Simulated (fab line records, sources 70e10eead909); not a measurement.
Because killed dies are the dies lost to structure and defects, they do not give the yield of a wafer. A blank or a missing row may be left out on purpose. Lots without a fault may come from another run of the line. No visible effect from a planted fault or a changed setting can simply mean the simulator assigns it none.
fab line records	flow nand_harc
[record] lots = 24	wafers = 72	last_day = 24
route steps=1159 shown A_WL_FILL@816 A_CONTACT@874
lots with no fault: from the same line, run without faults
start_h: the number of hours between the record's first day and the start of the first shown wafer of the lot	wait_h: hours from the lot's prior step to this one	" same as the row above	L1.1+2: a row that stands for several wafers	- no value present, or no start provided	* or withheld: withheld	< > ~ a bound
route shown NAME@n: names a module that has steps shown in the file, with the first one's number in the route	usual: mean/standard deviation taken from wafers without a fault	same: alike in all rows	chamber/n: place in a boat	sites: each site's reading	_std_site: the values' standard deviation	_edge_site: mean of outer sites minus mean of inner sites	radius_mm: for every site, how far away it sits from the centre of the wafer	mask NAME#n: copy n	behind: tool/chamber where the wafer was last shaped	hold: why the lot went on hold/how many hours it stayed there/how the hold came to an end	device: whichever transistor did not switch (one of n, p or np)	end of line: the tests these same wafers got at the end of their route	a step with no rows: only its recipe	killed: not the wafer's yield, but the dies lost to structure and defects at the first sort	map: a wafer's dies, marking killed ones x, the rest . and places with no die _
set.NAME: the setting as run; set.NAME@STEP: as run at that earlier step	model.NAME: the simulator's own value behind a step, which no gauge read
one table for each step of the route and one row for each wafer, over a sample of lots
services: the hour from which a tool's chamber was out of use, counted from the record's first day as start_h (under 0 if before that day), plus the number of hours and why
[[steps]]
[step NHARC_A_WL_FILL_STRIP_27]
[recipe] power_w = 1500	temp_c = 250	time_s = 20	chemistry = N2/H2
[usual] drypump_motor_current_A = 5.81/0.27	heater_power_w = 326/38
[same] time_s = 20
lot.wafer	tool	chamber	start_h	wait_h	drypump_motor_current_A	heater_power_w	rf_hours_counter_h
L074.2	plasma_asher-01	1	337.72	0.1	6.21	269	15
L074.1	"	0	"	"	5.51	366	15
L074.3	"	0	"	"	5.53	376	-
L077.2	plasma_asher-01	1	341.62	0.1	6.18	272	17
L077.3	"	1	"	"	6.18	270	-
L077.5	"	1	"	"	6.18	258	-
L075.2	plasma_asher-01	0	344.90	0.1	5.54	373	18
L075.3	"	0	"	"	5.52	368	-
L075.5	"	0	"	"	5.55	374	-
L076.1	plasma_asher-01	1	347.35	0.1	6.17	268	18
L076.2	"	0	"	"	5.50	372	18
L076.3	"	0	"	"	5.51	379	-
L078.2	plasma_asher-01	0	367.27	0.8	5.51	365	26
L078.4	"	1	"	"	6.18	271	-
L078.5	"	0	"	"	5.54	372	-
L080.1	plasma_asher-01	0	367.38	0.7	5.54	373	27
L080.2	"	1	"	"	6.17	266	27
L080.4	"	1	"	"	6.20	275	-
L079.2	plasma_asher-02	0	369.47	0.1	5.93	339	0
L079.5	"	0	"	"	5.96	331	-
L079.6	"	1	"	"	5.60	323	-
L081.3	plasma_asher-02	0	374.02	0.2	5.95	336	-
L081.5	"	1	"	"	5.57	314	-
L081.6	"	0	"	"	5.96	340	-
L082.1	plasma_asher-02	0	396.69	0.1	5.96	330	10
L082.4	"	1	"	"	5.60	322	-
L082.5	"	0	"	"	5.97	345	-
L083.1	plasma_asher-02	0	397.88	0.1	5.95	334	10
L083.5	"	0	"	"	5.94	336	-
L083.6	"	1	"	"	5.59	318	-
L087.3	plasma_asher-01	1	405.44	0.1	6.18	266	-
L087.6	"	1	"	"	6.18	272	-
L087.5	"	0	"	"	5.52	371	-
L084.4	plasma_asher-02	1	408.32	0.2	5.59	319	-
L084.6	"	0	"	"	5.97	332	-
L084.5	"	1	"	"	5.62	327	-
L086.1	plasma_asher-02	0	409.83	0.1	5.96	341	14
L086.2	"	1	"	"	5.58	325	14
L086.3	"	1	"	"	5.55	334	-
L085.2	plasma_asher-01	0	413.30	0.2	5.53	385	43
L085.3	"	1	"	"	6.16	269	-
L085.5	"	0	"	"	5.53	377	-
L088.3	plasma_asher-01	0	437.07	0.1	5.47	366	-
L088.5	"	0	"	"	5.52	372	-
L088.6	"	1	"	"	6.18	270	-
L089.2	plasma_asher-02	1	437.21	0.1	5.59	321	23
L089.3	"	1	"	"	5.58	318	-
L089.5	"	1	"	"	5.58	325	-
L093.1	plasma_asher-01	0	440.52	0.1	5.52	380	53
L093.3	"	1	"	"	6.18	266	-
L093.6	"	0	"	"	5.53	368	-
L092.1	plasma_asher-01	0	440.88	0.1	5.51	376	53
L092.2	"	1	"	"	6.18	276	53
L092.4	"	1	"	"	6.19	272	-
L090.1	plasma_asher-02	0	443.47	0.2	5.98	338	25
L090.4	"	0	"	"	5.96	334	-
L090.5	"	0	"	"	5.95	347	-
L091.1	plasma_asher-02	0	443.88	0.3	5.96	336	26
L091.4	"	0	"	"	5.95	332	-
L091.3	"	1	"	"	5.60	320	-
L094.2	plasma_asher-02	0	460.61	0.2	5.93	342	35
L094.4	"	0	"	"	5.93	343	-
L094.3	"	1	"	"	5.60	318	-
L096.1	plasma_asher-01	0	472.95	0.2	5.53	378	0
L096.6	"	0	"	"	5.52	382	-
L096.5	"	1	"	"	6.17	267	-
L095.3	plasma_asher-02	1	475.73	0.2	5.57	321	-
L095.6	"	1	"	"	5.54	317	-
L095.5	"	0	"	"	5.93	335	-
L097.1	plasma_asher-02	0	480.11	0.1	5.96	348	47
L097.2	"	1	"	"	5.64	315	47
L097.3	"	0	"	"	5.94	340	-
[step NHARC_A_CONTACT_ETCH_123]
[recipe] source_w = withheld	pressure_mtorr = 20	bias_v = 400	time_s = 253	target_depth_a = 10900	ar_flow_sccm = withheld	c4f8_flow_sccm = 11.5	o2_flow_sccm = 7.2	chemistry = C4F8/O2/Ar
[same] time_s = 253
lot.wafer	tool	chamber	start_h	wait_h	rf_hours_counter_h
L074.2	har_cap_etch-02	1	369.68	0.1	8
L074.1	"	0	"	"	8
L074.3	"	0	"	"	-
L077.2	har_cap_etch-03	1	373.18	0.1	79
L077.3	"	1	"	"	-
L077.5	"	1	"	"	-
L075.2	har_cap_etch-03	0	377.87	0.1	80
L075.3	"	1	"	"	-
L075.5	"	0	"	"	-
L076.1	har_cap_etch-02	0	380.99	0.1	10
L076.2	"	1	"	"	10
L076.3	"	0	"	"	-
L078.2	har_cap_etch-03	0	397.17	0.1	85
L078.4	"	1	"	"	-
L078.5	"	0	"	"	-
L080.2	har_cap_etch-02	1	400.73	0.1	13
L080.1	"	0	"	"	13
L080.4	"	1	"	"	-
L079.2	har_cap_etch-03	0	402.92	0.1	86
L079.5	"	0	"	"	-
L079.6	"	1	"	"	-
L081.3	har_cap_etch-01	1	409.11	0.2	-
L081.6	"	1	"	"	-
L081.5	"	0	"	"	-
L082.1	har_cap_etch-03	1	425.28	0.1	90
L082.4	"	1	"	"	-
L082.5	"	1	"	"	-
L083.1	har_cap_etch-01	0	428.66	0.1	67
L083.6	"	0	"	"	-
L083.5	"	1	"	"	-
L087.3	har_cap_etch-03	0	433.43	0.2	-
L087.6	"	1	"	"	-
L087.5	"	0	"	"	-
L084.4	har_cap_etch-01	1	434.15	0.2	-
L084.6	"	1	"	"	-
L084.5	"	0	"	"	-
L086.1	har_cap_etch-02	0	441.11	0.1	21
L086.2	"	1	"	"	21
L086.3	"	1	"	"	-
L085.2	har_cap_etch-01	1	443.16	0.1	70
L085.3	"	1	"	"	-
L085.5	"	0	"	"	-
L088.3	har_cap_etch-02	0	464.67	0.2	-
L088.6	"	0	"	"	-
L088.5	"	1	"	"	-
L089.2	har_cap_etch-01	0	465.18	0.1	74
L089.3	"	1	"	"	-
L089.5	"	0	"	"	-
L092.2	har_cap_etch-03	0	469.37	0.1	96
L092.1	"	1	"	"	96
L092.4	"	0	"	"	-
L093.1	har_cap_etch-02	1	471.78	0.1	26
L093.3	"	1	"	"	-
L093.6	"	0	"	"	-
L090.1	har_cap_etch-02	0	476.28	0.1	28
L090.4	"	1	"	"	-
L090.5	"	0	"	"	-
L091.1	har_cap_etch-01	0	481.23	0.1	77
L091.4	"	1	"	"	-
L091.3	"	0	"	"	-
L094.2	har_cap_etch-01	0	495.84	0.1	79
L094.4	"	0	"	"	-
L094.3	"	1	"	"	-
L096.1	har_cap_etch-01	0	504.44	0.1	81
L096.5	"	0	"	"	-
L096.6	"	1	"	"	-
L095.3	har_cap_etch-03	0	505.03	0.2	-
L095.5	"	1	"	"	-
L095.6	"	0	"	"	-
L097.2	har_cap_etch-01	0	510.37	0.1	82
L097.1	"	1	"	"	82
L097.3	"	0	"	"	-
[step NHARC_A_CONTACT_DEP_58]
[recipe] target_thk_a = 600	target_thk_nm = 60	temp_c = 400	pressure_torr = 3.5	flow_sccm = 200	rf_w = 350	material = SiON
[usual] heater_power_w = 736/79
lot.wafer	tool	chamber	start_h	wait_h	heater_power_w
L074.3	pecvd-04	1	373.44	0.9	702
L074.2	"	2	"	"	869
L074.1	"	0	"	"	686
L077.2	pecvd-02	0	376.66	1.2	628
L077.3	"	2	"	"	870
L077.5	"	1	"	"	704
L075.2	pecvd-02	0	381.72	1.3	673
L075.3	"	1	"	"	694
L075.5	"	2	"	"	832
L076.1	pecvd-03	2	384.73	1.5	723
L076.2	"	0	"	"	761
L076.3	"	1	"	"	867
L078.2	pecvd-03	0	401.10	1.2	788
L078.5	"	1	"	"	829
L078.4	"	2	"	"	693
L080.2	pecvd-02	2	404.45	1.2	761
L080.1	"	0	"	"	658
L080.4	"	2	"	"	810
L079.2	pecvd-03	1	406.41	1.2	792
L079.5	"	1	"	"	789
L079.6	"	0	"	"	802
L081.3	pecvd-04	0	413.38	0.9	680
L081.5	"	1	"	"	593
L081.6	"	2	"	"	877
L082.1	pecvd-02	0	428.88	1.5	666
L082.4	"	0	"	"	659
L082.5	"	1	"	"	703
L083.1	pecvd-04	1	432.52	1.5	604
L083.6	"	0	"	"	631
L083.5	"	1	"	"	603
L087.3	pecvd-03	2	437.04	0.9	700
L087.6	"	1	"	"	840
L087.5	"	2	"	"	708
L084.6	pecvd-03	1	438.79	0.1	794
L084.4	"	2	"	"	611
L084.5	"	0	"	"	834
L086.3	pecvd-04	2	444.64	0.9	753
L086.2	"	0	"	"	672
L086.1	"	1	"	"	675
L085.2	pecvd-03	1	446.69	1.1	927
L085.3	"	0	"	"	754
L085.5	"	0	"	"	775
L088.3	pecvd-02	0	468.70	1.3	665
L088.6	"	1	"	"	666
L088.5	"	0	"	"	654
L089.3	pecvd-02	0	469.08	1.2	688
L089.2	"	1	"	"	728
L089.5	"	1	"	"	722
L092.1	pecvd-03	0	473.41	1.5	793
L092.2	"	1	"	"	822
L092.4	"	2	"	"	634
L093.3	pecvd-02	0	475.29	0.9	711
L093.1	"	1	"	"	645
L093.6	"	2	"	"	760
L090.1	pecvd-02	0	480.10	1.4	728
L090.5	"	1	"	"	660
L090.4	"	2	"	"	849
L091.1	pecvd-02	2	488.82	1.5	770
L091.4	"	0	"	"	685
L091.3	"	2	"	"	753
L094.2	pecvd-04	1	499.56	1.2	699
L094.3	"	0	"	"	653
L094.4	"	1	"	"	694
L096.1	pecvd-02	0	508.97	1.5	669
L096.6	"	1	"	"	668
L096.5	"	0	"	"	661
L095.3	pecvd-02	1	509.74	0.9	678
L095.6	"	2	"	"	858
L095.5	"	0	"	"	625
L097.1	pecvd-03	2	513.99	1.5	754
L097.2	"	0	"	"	673
L097.3	"	1	"	"	820
[step NHARC_A_CONTACT_ETCH_125]
[recipe] source_w = withheld	pressure_mtorr = 20	bias_v = 1200	time_s = 155	target_depth_a = 9560	ar_flow_sccm = withheld	c4f8_flow_sccm = withheld	o2_flow_sccm = withheld	chemistry = C4F8/O2/Ar
[same] time_s = 155
lot.wafer	tool	chamber	start_h	wait_h	rf_hours_counter_h
L074.2	har_cap_etch-02	0	375.87	0.2	8
L074.1	"	1	"	"	8
L074.3	"	0	"	"	-
L077.2	har_cap_etch-01	0	379.07	0.2	58
L077.3	"	0	"	"	-
L077.5	"	1	"	"	-
L075.2	har_cap_etch-03	0	384.16	0.2	81
L075.3	"	0	"	"	-
L075.5	"	1	"	"	-
L076.2	har_cap_etch-01	0	386.94	0.2	60
L076.1	"	1	"	"	60
L076.3	"	0	"	"	-
L078.2	har_cap_etch-02	1	403.42	0.2	14
L078.4	"	1	"	"	-
L078.5	"	1	"	"	-
L080.1	har_cap_etch-02	0	408.28	0.2	15
L080.2	"	1	"	"	15
L080.4	"	1	"	"	-
L079.2	har_cap_etch-03	0	408.92	0.2	86
L079.5	"	1	"	"	-
L079.6	"	0	"	"	-
L081.3	har_cap_etch-03	1	415.69	0.1	-
L081.5	"	1	"	"	-
L081.6	"	0	"	"	-
L082.1	har_cap_etch-02	0	431.18	0.2	18
L082.4	"	0	"	"	-
L082.5	"	0	"	"	-
L083.1	har_cap_etch-02	0	434.96	0.2	19
L083.6	"	1	"	"	-
L083.5	"	0	"	"	-
L087.3	har_cap_etch-01	1	439.32	0.1	-
L087.5	"	1	"	"	-
L087.6	"	0	"	"	-
L084.4	har_cap_etch-02	1	443.18	0.1	-
L084.5	"	1	"	"	-
L084.6	"	0	"	"	-
L086.1	har_cap_etch-01	0	448.16	0.2	71
L086.2	"	1	"	"	71
L086.3	"	1	"	"	-
L085.2	har_cap_etch-02	0	448.99	0.2	23
L085.3	"	0	"	"	-
L085.5	"	1	"	"	-
L088.3	har_cap_etch-01	1	471.32	0.1	-
L088.6	"	1	"	"	-
L088.5	"	0	"	"	-
L089.2	har_cap_etch-03	1	471.74	0.2	96
L089.3	"	0	"	"	-
L089.5	"	1	"	"	-
L092.1	har_cap_etch-01	1	476.30	0.2	75
L092.2	"	0	"	"	75
L092.4	"	1	"	"	-
L093.1	har_cap_etch-03	1	477.59	0.2	98
L093.3	"	1	"	"	-
L093.6	"	0	"	"	-
L090.1	har_cap_etch-03	1	482.31	0.2	99
L090.4	"	0	"	"	-
L090.5	"	1	"	"	-
L091.1	har_cap_etch-03	1	491.09	0.2	100
L091.4	"	1	"	"	-
L091.3	"	0	"	"	-
L094.2	har_cap_etch-02	0	501.82	0.2	31
L094.3	"	1	"	"	-
L094.4	"	0	"	"	-
L096.1	har_cap_etch-02	0	511.36	0.2	33
L096.6	"	1	"	"	-
L096.5	"	0	"	"	-
L095.3	har_cap_etch-01	1	512.50	0.1	-
L095.6	"	1	"	"	-
L095.5	"	0	"	"	-
L097.2	har_cap_etch-03	0	516.35	0.2	105
L097.1	"	1	"	"	105
L097.3	"	0	"	"	-
[step NHARC_A_CONTACT_ETCH_129]
[recipe] source_w = withheld	pressure_mtorr = 20	bias_v = 1200	time_s = 155	target_depth_a = 9560	ar_flow_sccm = withheld	c4f8_flow_sccm = withheld	o2_flow_sccm = withheld	chemistry = C4F8/O2/Ar
[same] time_s = 155
lot.wafer	tool	chamber	start_h	wait_h	rf_hours_counter_h
L074.2	har_cap_etch-02	0	376.62	0.2	8
L074.1	"	1	"	"	8
L074.3	"	0	"	"	-
L077.2	har_cap_etch-01	0	379.64	0.1	58
L077.3	"	0	"	"	-
L077.5	"	1	"	"	-
L075.2	har_cap_etch-03	0	384.93	0.2	82
L075.3	"	0	"	"	-
L075.5	"	1	"	"	-
L076.2	har_cap_etch-01	0	387.51	0.1	61
L076.1	"	1	"	"	61
L076.3	"	0	"	"	-
L078.2	har_cap_etch-02	1	403.98	0.1	14
L078.4	"	1	"	"	-
L078.5	"	1	"	"	-
L080.1	har_cap_etch-02	0	408.85	0.1	16
L080.2	"	1	"	"	16
L080.4	"	1	"	"	-
L079.2	har_cap_etch-03	0	409.49	0.1	87
L079.5	"	1	"	"	-
L079.6	"	0	"	"	-
L081.3	har_cap_etch-03	1	416.25	0.1	-
L081.5	"	1	"	"	-
L081.6	"	0	"	"	-
L082.1	har_cap_etch-02	0	431.74	0.1	18
L082.4	"	0	"	"	-
L082.5	"	0	"	"	-
L083.1	har_cap_etch-02	0	435.52	0.1	20
L083.6	"	1	"	"	-
L083.5	"	0	"	"	-
L087.3	har_cap_etch-01	1	439.89	0.1	-
L087.5	"	1	"	"	-
L087.6	"	0	"	"	-
L084.4	har_cap_etch-02	1	443.74	0.1	-
L084.5	"	1	"	"	-
L084.6	"	0	"	"	-
L086.1	har_cap_etch-01	0	448.74	0.1	71
L086.2	"	1	"	"	71
L086.3	"	1	"	"	-
L085.2	har_cap_etch-02	0	449.55	0.1	23
L085.3	"	0	"	"	-
L085.5	"	1	"	"	-
L088.3	har_cap_etch-01	1	471.89	0.1	-
L088.6	"	1	"	"	-
L088.5	"	0	"	"	-
L089.2	har_cap_etch-03	1	472.50	0.2	97
L089.3	"	0	"	"	-
L089.5	"	1	"	"	-
L092.1	har_cap_etch-01	1	476.86	0.1	76
L092.2	"	0	"	"	76
L092.4	"	1	"	"	-
L093.1	har_cap_etch-03	1	478.35	0.2	98
L093.3	"	1	"	"	-
L093.6	"	0	"	"	-
L090.1	har_cap_etch-03	1	483.01	0.1	99
L090.4	"	0	"	"	-
L090.5	"	1	"	"	-
L091.1	har_cap_etch-03	1	491.66	0.1	101
L091.4	"	1	"	"	-
L091.3	"	0	"	"	-
L094.2	har_cap_etch-02	0	502.38	0.1	31
L094.3	"	1	"	"	-
L094.4	"	0	"	"	-
L096.1	har_cap_etch-02	0	511.92	0.1	33
L096.6	"	1	"	"	-
L096.5	"	0	"	"	-
L095.3	har_cap_etch-01	1	513.06	0.1	-
L095.6	"	1	"	"	-
L095.5	"	0	"	"	-
L097.2	har_cap_etch-03	0	516.91	0.1	105
L097.1	"	1	"	"	105
L097.3	"	0	"	"	-
[step NHARC_A_CONTACT_ALD_18]
[recipe] target_thk_a = 30	pulse_time_s = 1	ald_cycles = 150	temp_c = 450	material = TiN
[usual] heater_power_w = 1066/120	precursor_pulse_height_rel = 0.997/0.02
lot.wafer	tool	chamber	start_h	wait_h	heater_power_w	precursor_pulse_height_rel
L074.2	ald_metal-03	1	385.07	-	1051	0.969
L074.1	"	2	"	"	992	0.992
L074.3	"	3	"	"	869	0.991
L077.2	ald_metal-03	3	387.64	-	873	0.977
L077.3	"	0	"	"	1099	0.961
L077.5	"	2	"	"	997	1.012
L075.3	ald_metal-03	1	396.38	-	999	1.003
L075.2	"	2	"	"	1000	1.005
L075.5	"	2	"	"	968	1.041
L076.2	ald_metal-02	1	397.55	-	1252	0.997
L076.3	"	2	"	"	1101	0.970
L076.1	"	3	"	"	1120	1.022
L078.2	ald_metal-03	1	413.72	-	1034	1.016
L078.4	"	2	"	"	982	1.010
L078.5	"	0	"	"	1114	0.986
L080.1	ald_metal-04	1	417.43	-	876	1.019
L080.4	"	3	"	"	1276	1.022
L080.2	"	0	"	"	1168	0.979
L079.2	ald_metal-02	3	418.87	-	1099	1.006
L079.5	"	0	"	"	1108	1.001
L079.6	"	1	"	"	1226	0.999
L081.3	ald_metal-04	2	425.00	-	1104	0.981
L081.6	"	3	"	"	1260	1.014
L081.5	"	0	"	"	1161	0.995
L082.1	ald_metal-02	2	441.16	-	1086	0.949
L082.4	"	3	"	"	1091	0.968
L082.5	"	3	"	"	1095	0.981
L083.1	ald_metal-04	3	443.55	-	1289	1.019
L083.5	"	3	"	"	1266	0.988
L083.6	"	0	"	"	1170	0.995
L087.3	ald_metal-02	1	448.00	-	1243	0.988
L087.6	"	3	"	"	1091	1.006
L087.5	"	0	"	"	1103	1.037
L084.4	ald_metal-04	3	451.89	-	1273	1.010
L084.6	"	1	"	"	862	1.017
L084.5	"	2	"	"	1056	0.986
L086.1	ald_metal-04	3	456.44	-	1281	0.970
L086.2	"	1	"	"	880	1.009
L086.3	"	2	"	"	1096	1.002
L085.2	ald_metal-03	2	457.22	-	995	0.989
L085.3	"	0	"	"	1100	0.962
L085.5	"	3	"	"	867	0.987
L088.3	ald_metal-03	2	481.01	-	1020	1.053
L088.5	"	0	"	"	1084	0.977
L088.6	"	1	"	"	1024	1.003
L089.2	ald_metal-04	2	482.95	-	1098	1.022
L089.3	"	1	"	"	886	1.015
L089.5	"	3	"	"	1237	0.982
L092.4	ald_metal-03	1	485.47	-	1041	0.978
L092.2	"	2	"	"	1012	1.002
L092.1	"	0	"	"	1135	0.982
L093.3	ald_metal-02	2	492.65	-	1098	0.984
L093.1	"	0	"	"	1119	1.031
L093.6	"	1	"	"	1272	1.001
L090.1	ald_metal-04	0	494.29	-	1140	1.012
L090.4	"	2	"	"	1087	0.975
L090.5	"	1	"	"	860	0.968
L091.4	ald_metal-03	0	499.46	-	1105	1.011
L091.1	"	2	"	"	989	0.993
L091.3	"	3	"	"	883	1.013
L094.2	ald_metal-03	0	510.94	-	1101	1.018
L094.3	"	1	"	"	1024	1.029
L094.4	"	3	"	"	883	0.996
L095.3	ald_metal-03	3	522.57	-	870	1.014
L095.5	"	3	"	"	872	1.014
L095.6	"	0	"	"	1118	1.022
L096.1	ald_metal-04	0	522.74	-	1150	0.980
L096.6	"	2	"	"	1087	1.002
L096.5	"	3	"	"	1273	1.010
L097.2	ald_metal-03	1	525.62	-	1005	0.977
L097.1	"	2	"	"	963	1.012
L097.3	"	3	"	"	894	0.974
[[services]]
tool	chamber	start_h	hours	kind
ald_metal-03	-	322.00	10.0	pm
har_cap_etch-02	0	322.00	-	clean
har_cap_etch-02	1	322.00	-	clean
pecvd-02	-	334.00	13.0	pm
pecvd-04	1	335.33	24.7	repair
ald_metal-03	-	338.38	2.8	repair
plasma_asher-02	-	360.00	9.0	pm
plasma_asher-02	0	360.00	9.0	vent_cycle
plasma_asher-02	1	360.00	9.0	vent_cycle
ald_metal-02	-	364.00	10.0	pm
plasma_asher-02	0	369.00	-	clean
pecvd-04	-	376.00	13.0	pm
ald_metal-03	-	392.60	0.9	repair
ald_metal-04	-	406.00	10.0	pm
har_cap_etch-03	-	407.80	0.5	repair
plasma_asher-01	-	444.21	19.7	repair
pecvd-03	-	448.93	0.7	repair
plasma_asher-01	-	463.95	9.0	pm
pecvd-03	-	473.55	13.0	pm
pecvd-04	1	489.99	3.5	repair
plasma_asher-01	-	494.67	2.6	repair
ald_metal-03	-	500.00	10.0	pm
ald_metal-02	3	510.55	10.4	repair
pecvd-02	-	515.00	13.0	pm
[[key]]
fault none
